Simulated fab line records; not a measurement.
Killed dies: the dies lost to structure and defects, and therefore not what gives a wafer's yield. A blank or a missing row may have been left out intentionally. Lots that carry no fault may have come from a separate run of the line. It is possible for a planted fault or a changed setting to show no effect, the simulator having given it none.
Chamber matching / flow nand_harc / NHARC_A_WL_FILL_STRIP_29 on rie_diel-01: 4 sister chambers
The step strips in O2, time 20 s. 18 wafers are shown with their chamber, then 9 later ones without.

## WAFERS PAIRED WITH THEIR CHAMBERS
wafer=L075.4; chamber=2; drypump_motor_current_A (A)=5.7; rf_vpp_V (V)=57.3; oes_product_au (a.u.)=1.003
wafer=L075.5; chamber=0; drypump_motor_current_A (A)=5.3; rf_vpp_V (V)=58.7; oes_product_au (a.u.)=0.992
wafer=L075.6; chamber=1; drypump_motor_current_A (A)=5.0; rf_vpp_V (V)=59.5; oes_product_au (a.u.)=1.002
wafer=L078.1; chamber=3; drypump_motor_current_A (A)=6.1; rf_vpp_V (V)=58.2; oes_product_au (a.u.)=0.987
wafer=L078.3; chamber=0; drypump_motor_current_A (A)=5.3; rf_vpp_V (V)=58.5; oes_product_au (a.u.)=0.997
wafer=L078.6; chamber=2; drypump_motor_current_A (A)=5.8; rf_vpp_V (V)=58.7; oes_product_au (a.u.)=0.999
wafer=L080.1; chamber=3; drypump_motor_current_A (A)=6.1; rf_vpp_V (V)=58.4; oes_product_au (a.u.)=0.997
wafer=L080.2; chamber=0; drypump_motor_current_A (A)=5.3; rf_vpp_V (V)=57.1; oes_product_au (a.u.)=0.993
wafer=L080.4; chamber=1; drypump_motor_current_A (A)=5.0; rf_vpp_V (V)=56.4; oes_product_au (a.u.)=0.994
wafer=L085.2; chamber=2; drypump_motor_current_A (A)=5.7; rf_vpp_V (V)=56.8; oes_product_au (a.u.)=0.995
wafer=L085.4; chamber=3; drypump_motor_current_A (A)=6.1; rf_vpp_V (V)=57.5; oes_product_au (a.u.)=1.012
wafer=L085.5; chamber=0; drypump_motor_current_A (A)=5.3; rf_vpp_V (V)=56.9; oes_product_au (a.u.)=1.010
wafer=L084.2; chamber=2; drypump_motor_current_A (A)=5.7; rf_vpp_V (V)=57.2; oes_product_au (a.u.)=1.011
wafer=L084.3; chamber=0; drypump_motor_current_A (A)=5.3; rf_vpp_V (V)=57.9; oes_product_au (a.u.)=1.005
wafer=L084.6; chamber=3; drypump_motor_current_A (A)=6.1; rf_vpp_V (V)=59.4; oes_product_au (a.u.)=0.999
wafer=L087.1; chamber=0; drypump_motor_current_A (A)=5.4; rf_vpp_V (V)=58.6; oes_product_au (a.u.)=1.006
wafer=L087.5; chamber=1; drypump_motor_current_A (A)=5.0; rf_vpp_V (V)=56.7; oes_product_au (a.u.)=0.994
wafer=L087.6; chamber=2; drypump_motor_current_A (A)=5.7; rf_vpp_V (V)=56.7; oes_product_au (a.u.)=0.998

SIGNATURES (means of the wafers above)
reading=drypump_motor_current_A; chamber 0=5.317; chamber 1=5.000; chamber 2=5.720; chamber 3=6.100; scatter within a chamber=0.0342
reading=rf_vpp_V; chamber 0=57.950; chamber 1=57.533; chamber 2=57.340; chamber 3=58.375; scatter within a chamber=0.978
reading=oes_product_au; chamber 0=1.00050; chamber 1=0.99667; chamber 2=1.00120; chamber 3=0.99875; scatter within a chamber=0.00753
Rule: for a wafer and a chamber, the distance is found by dividing, reading by reading, the gap between the wafer's reading and the chamber's mean by the reading's scatter, squaring, summing and taking the root. If the next closest chamber is less than 2 further off than the closest, the wafer can't be placed; otherwise it belongs to the closest. The scatter: take each reading less its chamber's mean, square it, sum over the shown wafers, divide by the number of wafers less the number of chambers, and take the root.

## WAFERS WITH NO CHAMBER GIVEN
wafer=L089.1; drypump_motor_current_A (A)=6.1; rf_vpp_V (V)=58.0; oes_product_au (a.u.)=1.000
wafer=L089.5; drypump_motor_current_A (A)=6.1; rf_vpp_V (V)=58.0; oes_product_au (a.u.)=1.006
wafer=L089.6; drypump_motor_current_A (A)=5.4; rf_vpp_V (V)=58.8; oes_product_au (a.u.)=0.997
wafer=L090.1; drypump_motor_current_A (A)=5.3; rf_vpp_V (V)=58.7; oes_product_au (a.u.)=0.998
wafer=L090.2; drypump_motor_current_A (A)=6.1; rf_vpp_V (V)=59.2; oes_product_au (a.u.)=0.988
wafer=L090.5; drypump_motor_current_A (A)=5.3; rf_vpp_V (V)=58.5; oes_product_au (a.u.)=0.998
wafer=L095.1; drypump_motor_current_A (A)=5.7; rf_vpp_V (V)=56.3; oes_product_au (a.u.)=1.000
wafer=L095.3; drypump_motor_current_A (A)=5.0; rf_vpp_V (V)=56.9; oes_product_au (a.u.)=0.998
wafer=L095.4; drypump_motor_current_A (A)=6.1; rf_vpp_V (V)=57.5; oes_product_au (a.u.)=1.002

## WHICH CHAMBER EACH WENT THROUGH
wafer=L089.1; from the rows above=3; in truth=3
wafer=L089.5; from the rows above=3; in truth=3
wafer=L089.6; from the rows above=0; in truth=0
wafer=L090.1; from the rows above=0; in truth=0
wafer=L090.2; from the rows above=3; in truth=3
wafer=L090.5; from the rows above=0; in truth=0
wafer=L095.1; from the rows above=2; in truth=2
wafer=L095.3; from the rows above=1; in truth=1
wafer=L095.4; from the rows above=3; in truth=3
9 of 9 placed correctly. Can't be placed from these rows: 0. 0 placed wrongly.
